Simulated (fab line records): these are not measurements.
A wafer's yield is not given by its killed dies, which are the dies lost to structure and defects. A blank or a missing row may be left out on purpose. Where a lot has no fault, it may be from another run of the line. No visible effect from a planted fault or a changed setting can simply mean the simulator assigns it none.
Problem report, 8D (eight disciplines) form, completed by code | flow nand harc | the parts of the form that need people (team, actions taken, sign-off) are left out

## 1. THE ISSUE
Mean of thk nm at NHARC_A_ONON_D1_THK_MEAS_14: 650 nm across 3 wafers in 3 lots; on wafers with no fault it is 1000 nm (standard deviation 8.1). Relative to the usual mean, that is a shift of -43 standard deviations.
The step: measures by ellipsometry.
Seen first at day 15 14:12 on film metro-02, wafer L778.5. The record holds 43 wafers of 15 lots with a number at this step. Rule for "out", or "out of limits": more than 4 standard deviations from the usual mean. The other wafers with a number count as sound.

## 2. WHAT IT IS; WHAT IT IS NOT
question                    | is                           | is not
which readings at this step | thk nm                       | -
which lots                  | L778, L779, L780             | L759, L760, L762, L763, L765, L766, L769, L770, L771, L772, L774, L775
which wafers of those lots  | L778.5, L779.5, L780.5       | L778.3, L779.1, L780.1, L780.6
read on which gauges        | film metro-01, film metro-02 | -
when                        | from day 15 14:12            | up to then (37 sound wafers); but 3 sound wafers of L779, L780 came after

## 3. WHAT RULES OUT EACH SUSPECT
Counting: any tool at a process step up to the reading remains a suspect provided it ran every lot that is out. Sound lots after the first of them don't rule it out here, since some wafers of a struck lot are sound.
- the gauge at NHARC_A_ONON_D1_THK_MEAS_14: ruled out. The wafers that are out were read on 2 gauges (film metro-01, film metro-02).
- pecvd onon-03 at NHARC_A_ONON_D1_DEP_12 (target thk 1000 nm): kept. Every lot that is out went through it, the first being L778 (day 15 13:49); the last sound lot it ran before that was L775 (day 14 07:10).
Remaining after the count: pecvd onon-03 at NHARC_A_ONON_D1_DEP_12.

## 4. THE CAUSE (what the simulator had put in)
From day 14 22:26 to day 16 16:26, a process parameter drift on pecvd onon-03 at NHARC_A_ONON_D1_DEP_12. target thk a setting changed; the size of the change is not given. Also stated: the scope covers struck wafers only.
This tool alone remained once counting was done.

## 5. THE EFFECT CHAIN, in route order
Each row: a reading whose mean over the struck wafers that have a number lies more than 3 standard deviations from the usual. Scope: only readings with a usual standard deviation given in the record; hours: median across lots of the time from each lot's start at the first step in this table that gives one to its start at this step; sigmas: change in usual standard deviations.
hours | step                        | reading         | usual   | on struck wafers | change | sigmas
0     | NHARC_A_ONON_D1_THK_MEAS_14 | thk nm          | 1000 nm | 650              | -350   | -43
405   | NHARC_END_SORT_01           | killed at array | 55      | 674              | +619   | +28
405   | NHARC_END_SORT_01           | killed dies     | 59      | 677              | +618   | +28

## 6. HOW IT WOULD HAVE BEEN CAUGHT EARLIER
Counted from the fault's start at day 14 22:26, it took 16 hours until the first out-of-limits reading at a measuring or inspecting step in this record, taken at day 15 14:12.
Of the tool readings at NHARC_A_ONON_D1_DEP_12 for which the record gives a usual standard deviation, none was out on any struck wafer, so an alarm limit of 4 standard deviations on them would not have fired.
Lots out: 3; of these, L779, L780 started NHARC_A_ONON_D1_DEP_12 on pecvd onon-03 after day 15 14:12. A hold on the tool at that time would have spared those 2.
